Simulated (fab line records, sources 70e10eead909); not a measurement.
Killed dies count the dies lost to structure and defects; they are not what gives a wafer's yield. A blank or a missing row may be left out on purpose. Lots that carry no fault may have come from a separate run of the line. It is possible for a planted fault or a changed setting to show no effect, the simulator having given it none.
The tool behind it: which one? -- flow nandHarc -- 6 lots (17 wafers sampled), 1 step of a 1302-step route

## WHAT THE GAUGES SHOWED, per wafer
NHARC_A_BLC_OVL_MEAS_11.
lot,measured,on,overlayXNm (nm)
L662,day 23 17:58,overlay-02,1.2 0.9 0.7
L667,day 25 06:48,overlay-01,-0.2 0.0
L673,day 28 07:49,overlay-02,0.3 -0.1 0.2
L679,day 30 01:13,overlay-01,-1.1 -1.0 -1.0
L677,day 30 12:17,overlay-01,0.5 0.1 0.1
L681,day 31 09:21,overlay-02,0.6 0.2 0.7

## TOOL THAT RAN EACH LOT (tool first, then ch and the chambers of the sampled wafers, then the start)
No process step before these readings appears in the record.

## THE ANSWER, worked out from the rows above alone
Rule: the lots themselves supply what counts as usual. Put in order of their means at a reading, lots are off if they are a third of the lots or fewer, leave a main group of 4 or more, and stand apart from it by a gap of 3 or more times the standard deviation of the main group's means; of several such gaps the widest counts. A main group is skipped when, at the precision printed for the reading in the tables above, its means are all equal. Also off: a lot with no number at a reading for which 4 or more lots have one. The other lots that the step has rows for count as sound.
No lot is off on any of the readings shown, so nothing can be concluded from this.

## WHAT HAD BEEN PUT IN BY THE SIMULATOR
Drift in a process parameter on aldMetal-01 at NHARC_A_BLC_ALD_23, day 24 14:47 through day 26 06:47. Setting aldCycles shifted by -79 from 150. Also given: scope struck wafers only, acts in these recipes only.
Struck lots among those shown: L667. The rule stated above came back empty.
